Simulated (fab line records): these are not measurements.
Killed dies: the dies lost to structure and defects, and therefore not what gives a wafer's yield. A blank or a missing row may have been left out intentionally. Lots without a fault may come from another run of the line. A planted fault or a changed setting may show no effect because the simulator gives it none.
Which tool was responsible?	flow n5_finfet	Sampling: 22 lots, 66 wafers, 6 of 1938 route steps

## WHAT EACH GAUGE READ, for each wafer
N5_BEOL_M0_SAQP_CD_MEAS_40: target cd 30 nm. Usual: 29.96 nm for cd_nm, sd 0.23.
lot	measured	on	cd_nm (nm)	flag
L074	day 7 07:59	cd_sem-01	29.59 29.64 29.65	
L075	day 7 09:12	cd_sem-03	29.74 30.26 29.70	
L076	day 7 09:32	cd_sem-02	30.32 29.96 30.15	
L077	day 7 10:05	cd_sem-03	30.11 30.04 30.36	
L078	day 7 09:42	cd_sem-02	29.71 29.56 29.92	
L079	day 7 10:29	cd_sem-03	30.29 29.74 29.80	
L080	day 7 10:16	cd_sem-02	29.92 30.02 30.06	
L082	day 7 13:26	cd_sem-03	29.80 29.97 29.72	
L081	day 7 16:02	cd_sem-03	30.01 30.08 30.10	
L083	day 8 02:12	cd_sem-02	29.35 30.14 30.17	
L084	day 8 03:58	cd_sem-02	30.09 29.76 30.06	
L085	day 8 15:43	cd_sem-01	30.00 30.23 30.43	
L086	day 8 17:57	cd_sem-01	30.03 30.28 29.72	
L087	day 8 23:58	cd_sem-03	29.91 29.92 30.22	
L088	day 9 04:17	cd_sem-01	30.01 30.09 29.89	
L089	day 9 16:43	cd_sem-01	30.11 29.99 30.09	
L090	day 9 18:45	cd_sem-01	30.16 29.99 30.26	
L091	day 10 00:34	cd_sem-03	30.27 29.78 29.99	
L092	day 10 04:47	cd_sem-01	29.85 29.92 30.04	
L093	day 10 12:25	cd_sem-02	29.78 30.02 30.15	
L094	day 10 19:16	cd_sem-02	29.59 30.13 30.15	
L095	day 11 00:32	cd_sem-01	29.99 29.75 30.52	

N5_BEOL_M0_SAQP_OVL_MEAS_41. Usual: M0_CUT1_OVL typically reads 0.1 nm, with standard deviation 0.71.
lot	measured	on	M0_CUT1_OVL (nm)	flag
L074	day 7 08:02	overlay-02	0.0 -0.9 -0.2	
L075	day 7 09:14	overlay-01	0.7 0.9 0.3	
L076	day 7 09:34	overlay-02	0.2 1.1 0.6	
L077	day 7 10:07	overlay-01	0.4 1.0 0.2	
L078	day 7 09:44	overlay-02	-0.5 0.5 -0.7	
L079	day 7 10:31	overlay-02	-1.1 -0.6 0.0	
L080	day 7 10:17	overlay-01	-0.8 -0.6 -1.0	
L082	day 7 13:28	overlay-01	0.6 -0.4 -0.7	
L081	day 7 16:04	overlay-01	-0.4 0.5 0.3	
L083	day 8 02:15	overlay-01	-0.8 -1.0 -0.3	
L084	day 8 04:00	overlay-02	-0.3 0.5 0.1	
L085	day 8 15:45	overlay-01	-0.6 0.4 -0.2	
L086	day 8 17:59	overlay-02	-0.2 0.1 -0.2	
L087	day 9 00:01	overlay-01	0.7 0.5 0.8	
L088	day 9 04:19	overlay-02	1.1 0.6 0.6	
L089	day 9 16:44	overlay-01	1.4 1.0 1.2	
L090	day 9 18:47	overlay-02	-0.4 -0.1 0.2	
L091	day 10 00:36	overlay-01	-0.5 0.2 -0.8	
L092	day 10 04:49	overlay-02	-0.1 1.6 0.5	
L093	day 10 12:28	overlay-02	-0.3 0.2 0.3	
L094	day 10 19:18	overlay-01	-0.5 -1.0 0.3	
L095	day 11 00:35	overlay-02	-0.6 0.9 -0.2	

## EACH LOT AND THE TOOL THAT RAN IT (in order: tool; ch and the chambers of the sampled wafers; start)
lot	N5_MOL_CONTACT_COAG_ETCHBACK_132	N5_MOL_CONTACT_COAG_ETCHBACK_136	N5_BEOL_M0_SAQP_STRIP_108	N5_BEOL_M0_SAQP_SPACER2_ETCHBACK_27
L074	rie_diel-06 ch 0,1,3, day 5 07:00	rie_diel-06 ch 0,2,3, day 5 08:27	rie_diel-05 ch 0,2,3, day 7 05:07	rie_diel-05 ch 0,1,2, day 7 07:29
L075	rie_diel-03 ch 2,3, day 5 08:37	rie_diel-01 ch 0,1,3, day 5 10:01	rie_diel-04 ch 1,2, day 7 05:20	rie_diel-04 ch 0,1,2, day 7 08:34
L076	rie_diel-06 ch 0,1,2, day 5 17:38	rie_diel-06 ch 0,1,3, day 5 19:16	rie_diel-02 ch 0,1, day 7 05:23	rie_diel-04 ch 0,1,2, day 7 08:54
L077	rie_diel-03 ch 2,3, day 5 18:33	rie_diel-03 ch 0,3, day 5 20:05	rie_diel-02 ch 0,2,3, day 7 06:20	rie_diel-05 ch 0,1, day 7 09:28
L078	rie_diel-03 ch 0,3, day 6 01:56	rie_diel-01 ch 1,2,3, day 6 03:19	rie_diel-04 ch 0,1,2, day 7 05:41	rie_diel-02 ch 0,2, day 7 08:58
L079	rie_diel-01 ch 1,2,3, day 6 08:44	rie_diel-01 ch 0,2, day 6 10:22	rie_diel-02 ch 0,1,2, day 7 07:25	rie_diel-05 ch 0,2, day 7 09:58
L080	rie_diel-06 ch 0,1,3, day 6 14:38	rie_diel-01 ch 0,1,2, day 6 16:14	rie_diel-02 ch 1,2,3, day 7 07:04	rie_diel-05 ch 0,2, day 7 09:32
L082	rie_diel-06 ch 0,2,3, day 6 23:49	rie_diel-06 ch 1,2,3, day 7 02:10	rie_diel-04 ch 2,3, day 7 11:50	rie_diel-02 ch 0,2, day 7 12:55
L081	rie_diel-06 ch 0,1, day 7 00:24	rie_diel-06 ch 0,1,2, day 7 02:31	rie_diel-05 ch 0,1, day 7 14:36	rie_diel-02 ch 1,2, day 7 15:32
L083	rie_diel-06 ch 0,3, day 7 13:13	rie_diel-03 ch 0,1, day 7 14:54	rie_diel-02 ch 2,3, day 7 23:46	rie_diel-05 ch 1,2, day 8 01:32
L084	rie_diel-03 ch 0,1,3, day 7 13:18	rie_diel-06 ch 0,2,3, day 7 15:37	rie_diel-05 ch 0,3, day 8 02:41	rie_diel-04 ch 0,1, day 8 03:27
L085	rie_diel-03 ch 1,3, day 8 02:06	rie_diel-06 ch 0,2, day 8 03:34	rie_diel-04 ch 2,3, day 8 13:16	rie_diel-04 ch 0,2,3, day 8 15:12
L086	rie_diel-06 ch 2,3, day 8 02:46	rie_diel-03 ch 0,3, day 8 04:11	rie_diel-02 ch 2,3, day 8 15:51	rie_diel-02 ch 1,3, day 8 17:19
L087	rie_diel-03 ch 0,3, day 8 09:34	rie_diel-06 ch 0,3, day 8 11:34	rie_diel-04 ch 0,2,3, day 8 22:35	rie_diel-04 ch 0,1,2, day 8 23:20
L088	rie_diel-06 ch 0,1,2, day 8 14:49	rie_diel-03 ch 0,1,3, day 8 16:19	rie_diel-04 ch 0,1,3, day 9 02:52	rie_diel-04 ch 0,1,3, day 9 03:39
L089	rie_diel-06 ch 0,2,3, day 9 03:31	rie_diel-01 ch 0,1,2, day 9 04:54	rie_diel-02 ch 0,1,3, day 9 14:52	rie_diel-05 ch 0,1, day 9 15:37
L090	rie_diel-03 ch 0,1,2, day 9 05:16	rie_diel-01 ch 1,2, day 9 07:17	rie_diel-02 ch 0,1,3, day 9 17:29	rie_diel-02 ch 0,1, day 9 18:15
L091	rie_diel-03 ch 0,1, day 9 11:28	rie_diel-03 ch 1,3, day 9 13:17	rie_diel-04 ch 0,1,3, day 9 22:58	rie_diel-02 ch 0,1,3, day 9 23:56
L092	rie_diel-03 ch 0,3, day 9 15:01	rie_diel-03 ch 0,1, day 9 16:46	rie_diel-02 ch 0,3, day 10 03:32	rie_diel-05 ch 1,2,3, day 10 04:17
L093	rie_diel-01 ch 0,1,2, day 9 23:59	rie_diel-01 ch 0,1,2, day 10 01:30	rie_diel-04 ch 0,1,2, day 10 11:06	rie_diel-05 ch 0,1,3, day 10 11:55
L094	rie_diel-01 ch 1,2,3, day 10 05:21	rie_diel-01 ch 0,2,3, day 10 06:50	rie_diel-05 ch 1,2,3, day 10 17:08	rie_diel-02 ch 0,2,3, day 10 18:38
L095	rie_diel-06 ch 0,2,3, day 10 13:01	rie_diel-06 ch 1,2, day 10 14:28	rie_diel-05 ch 0,2,3, day 10 23:16	rie_diel-04 ch 1,2,3, day 11 00:02
- N5_MOL_CONTACT_COAG_ETCHBACK_132: etches SiO2 in CHF3, target depth 10 nm, time 6.7 s.
- N5_MOL_CONTACT_COAG_ETCHBACK_136: etches SiO2 in CHF3, target depth 25 nm, time 16.7 s.
- N5_BEOL_M0_SAQP_STRIP_108: strips in N2/H2.
- N5_BEOL_M0_SAQP_SPACER2_ETCHBACK_27: etches SiO2 in CHF3/O2, target depth 22.5 nm, time 11.25 s.

## WHAT THE TOOLS THEMSELVES READ (means of the sampled wafers that have a number; where no wafer has one, the mark that the record gives instead)
N5_MOL_CONTACT_COAG_ETCHBACK_132. Usual: drypump_motor_current_A 5.6 A, standard deviation 0.41; oes_ar_750_au 0.79 a.u., standard deviation 0.092; oes_product_au 0.79 a.u., standard deviation 0.099; rf_vpp_V 525 V, standard deviation 12; showerhead_plenum_p_Torr 2.35 Torr, standard deviation 0.052; throttle_valve_pct 18.74 %, standard deviation 0.27.
lot	tool	drypump_motor_current_A (A)	oes_ar_750_au (a.u.)	oes_product_au (a.u.)	rf_vpp_V (V)	showerhead_plenum_p_Torr (Torr)	throttle_valve_pct (%)	flag
L074	rie_diel-06	5.9	0.74	0.73	524	2.34	18.78	
L075	rie_diel-03	5.8	0.78	0.78	511	2.37	18.88	
L076	rie_diel-06	5.5	0.82	0.83	532	2.36	18.69	
L077	rie_diel-03	5.8	0.78	0.77	510	2.36	18.90	
L078	rie_diel-03	5.6	0.78	0.78	512	2.37	18.78	
L079	rie_diel-01	6.1	0.82	0.81	517	2.33	18.63	
L080	rie_diel-06	5.9	0.73	0.73	524	2.34	18.79	
L082	rie_diel-06	5.6	0.80	0.80	528	2.36	18.77	
L081	rie_diel-06	5.8	0.73	0.73	526	2.34	18.74	
L083	rie_diel-06	5.9	0.72	0.71	521	2.34	18.86	
L084	rie_diel-03	5.6	0.82	0.82	520	2.37	18.58	
L085	rie_diel-03	5.8	0.88	0.89	519	2.41	18.40	
L086	rie_diel-06	5.6	0.75	0.76	529	2.37	18.98	
L087	rie_diel-03	5.6	0.76	0.76	512	2.36	18.82	
L088	rie_diel-06	5.5	0.79	0.79	530	2.35	18.74	
L089	rie_diel-06	5.5	0.78	0.78	528	2.36	18.81	
L090	rie_diel-03	5.6	0.86	0.86	536	2.42	18.58	
L091	rie_diel-03	5.4	0.77	0.77	529	2.32	18.58	
L092	rie_diel-03	5.4	0.73	0.73	522	2.32	18.80	
L093	rie_diel-01	5.6	0.83	0.82	520	2.34	18.82	
L094	rie_diel-01	6.1	0.87	0.87	518	2.32	18.53	
L095	rie_diel-06	5.6	0.77	0.78	527	2.35	18.81	

N5_MOL_CONTACT_COAG_ETCHBACK_136. Usual: drypump_motor_current_A 5.7 A, standard deviation 0.47; oes_ar_750_au 0.79 a.u., standard deviation 0.094; oes_product_au 0.79 a.u., standard deviation 0.1; rf_vpp_V 524 V, standard deviation 11; showerhead_plenum_p_Torr 2.35 Torr, standard deviation 0.041; throttle_valve_pct 18.76 %, standard deviation 0.28.
lot	tool	drypump_motor_current_A (A)	oes_ar_750_au (a.u.)	oes_product_au (a.u.)	rf_vpp_V (V)	showerhead_plenum_p_Torr (Torr)	throttle_valve_pct (%)	flag
L074	rie_diel-06	5.5	0.81	0.82	529	2.37	18.76	
L075	rie_diel-01	5.7	0.76	0.75	519	2.35	18.77	
L076	rie_diel-06	5.8	0.74	0.73	524	2.34	18.79	
L077	rie_diel-03	5.6	0.79	0.79	512	2.37	18.78	
L078	rie_diel-01	6.1	0.83	0.82	518	2.33	18.63	
L079	rie_diel-01	5.5	0.84	0.85	526	2.35	18.85	
L080	rie_diel-01	5.6	0.77	0.76	522	2.35	18.93	
L082	rie_diel-06	5.5	0.76	0.77	531	2.37	18.91	
L081	rie_diel-06	5.5	0.80	0.81	531	2.36	18.70	
L083	rie_diel-03	5.4	0.79	0.80	531	2.33	18.55	
L084	rie_diel-06	5.6	0.79	0.79	528	2.36	18.79	
L085	rie_diel-06	5.2	0.87	0.88	535	2.38	18.71	
L086	rie_diel-03	5.4	0.74	0.73	522	2.32	18.78	
L087	rie_diel-06	5.9	0.75	0.74	520	2.32	18.68	
L088	rie_diel-03	5.6	0.80	0.80	521	2.36	18.60	
L089	rie_diel-01	5.7	0.84	0.82	521	2.34	18.82	
L090	rie_diel-01	6.1	0.92	0.91	515	2.34	18.58	
L091	rie_diel-03	5.8	0.82	0.81	510	2.40	18.66	
L092	rie_diel-03	5.4	0.77	0.77	530	2.32	18.57	
L093	rie_diel-01	5.7	0.82	0.83	520	2.34	18.83	
L094	rie_diel-01	5.5	0.78	0.78	523	2.33	18.76	
L095	rie_diel-06	5.5	0.75	0.75	535	2.36	18.87	

N5_BEOL_M0_SAQP_STRIP_108. Usual: drypump_motor_current_A 5.64 A, standard deviation 0.28; oes_product_au 0.75 a.u., standard deviation 0.094; rf_vpp_V 121.9 V, standard deviation 0.97; showerhead_plenum_p_Torr 3.36 Torr, standard deviation 0.11; throttle_valve_pct 18.95 %, standard deviation 0.23.
lot	tool	drypump_motor_current_A (A)	oes_product_au (a.u.)	rf_vpp_V (V)	showerhead_plenum_p_Torr (Torr)	throttle_valve_pct (%)	flag
L074	rie_diel-05	5.86	0.71	121.6	3.29	18.81	
L075	rie_diel-04	5.88	0.72	122.1	3.45	19.03	
L076	rie_diel-02	5.67	0.70	121.9	3.39	18.81	
L077	rie_diel-02	5.50	0.69	122.1	3.33	19.15	
L078	rie_diel-04	5.81	0.72	122.2	3.39	19.00	
L079	rie_diel-02	5.61	0.70	122.2	3.39	19.03	
L080	rie_diel-02	5.69	0.67	121.6	3.41	19.16	
L082	rie_diel-04	5.59	0.71	120.7	3.24	19.19	
L081	rie_diel-05	5.18	0.83	122.6	3.39	18.70	
L083	rie_diel-02	5.62	0.67	121.9	3.41	19.37	
L084	rie_diel-05	5.66	0.81	121.7	3.42	18.73	
L085	rie_diel-04	5.69	0.69	120.5	3.28	19.17	
L086	rie_diel-02	5.56	0.66	121.4	3.35	19.31	
L087	rie_diel-04	5.64	0.70	121.7	3.28	19.10	
L088	rie_diel-04	5.71	0.72	120.9	3.34	19.03	
L089	rie_diel-02	5.55	0.79	120.9	3.32	18.86	
L090	rie_diel-02	5.55	0.79	121.5	3.32	18.86	
L091	rie_diel-04	5.71	0.72	122.6	3.34	19.05	
L092	rie_diel-02	5.38	0.79	121.4	3.24	18.86	
L093	rie_diel-04	5.79	0.79	122.0	3.38	18.91	
L094	rie_diel-05	5.76	0.83	122.4	3.45	18.75	
L095	rie_diel-05	5.85	0.79	122.8	3.41	18.70	

N5_BEOL_M0_SAQP_SPACER2_ETCHBACK_27. Usual: drypump_motor_current_A 5.6 A, standard deviation 0.31; oes_ar_750_au 0.75 a.u., standard deviation 0.085; oes_product_au 0.75 a.u., standard deviation 0.09; rf_vpp_V 527 V, standard deviation 5.8; showerhead_plenum_p_Torr 2.41 Torr, standard deviation 0.075; throttle_valve_pct 18.92 %, standard deviation 0.2.
lot	tool	drypump_motor_current_A (A)	oes_ar_750_au (a.u.)	oes_product_au (a.u.)	rf_vpp_V (V)	showerhead_plenum_p_Torr (Torr)	throttle_valve_pct (%)	flag
L074	rie_diel-05	5.4	0.79	0.79	525	2.42	18.73	
L075	rie_diel-04	5.8	0.71	0.72	529	2.43	19.01	
L076	rie_diel-04	5.8	0.71	0.72	529	2.43	19.02	
L077	rie_diel-05	5.2	0.78	0.78	529	2.42	18.78	
L078	rie_diel-02	5.6	0.70	0.70	529	2.41	18.95	
L079	rie_diel-05	5.7	0.75	0.74	521	2.41	18.75	
L080	rie_diel-05	5.7	0.75	0.74	521	2.41	18.75	
L082	rie_diel-02	5.4	0.71	0.71	530	2.35	18.91	
L081	rie_diel-02	5.7	0.68	0.68	528	2.48	18.96	
L083	rie_diel-05	5.6	0.79	0.78	518	2.42	18.70	
L084	rie_diel-04	5.8	0.72	0.73	531	2.47	18.98	
L085	rie_diel-04	5.7	0.70	0.70	529	2.36	19.15	
L086	rie_diel-02	5.6	0.67	0.65	525	2.40	19.17	
L087	rie_diel-04	5.8	0.70	0.70	528	2.43	19.03	
L088	rie_diel-04	5.7	0.71	0.70	531	2.39	19.11	
L089	rie_diel-05	5.2	0.76	0.77	529	2.42	18.80	
L090	rie_diel-02	5.5	0.69	0.69	527	2.35	18.91	
L091	rie_diel-02	5.5	0.77	0.77	526	2.37	18.92	
L092	rie_diel-05	5.8	0.84	0.84	526	2.47	18.78	
L093	rie_diel-05	5.6	0.83	0.83	531	2.47	18.83	
L094	rie_diel-02	5.5	0.86	0.88	528	2.37	18.79	
L095	rie_diel-04	5.7	0.77	0.79	527	2.38	18.90	

## THE ANSWER, worked out from the rows above alone
Rule: a lot is off if the mean of its wafers that have a number lies more than 3 standard deviations from the usual mean. A lot without any number at a reading at which 4 lots or more have one is off too. The other lots that the step has rows for count as sound. Order of review: gauges by route order, followed by the tools' own readings, for which a lot's mean as printed above is used. The first step at which some lot is off is used, and at that step the reading that is off furthest; a lot without a number counts as furthest.
None of the lots is off at any reading shown; this tells nothing.

## WHAT HAD BEEN PUT IN BY THE SIMULATOR
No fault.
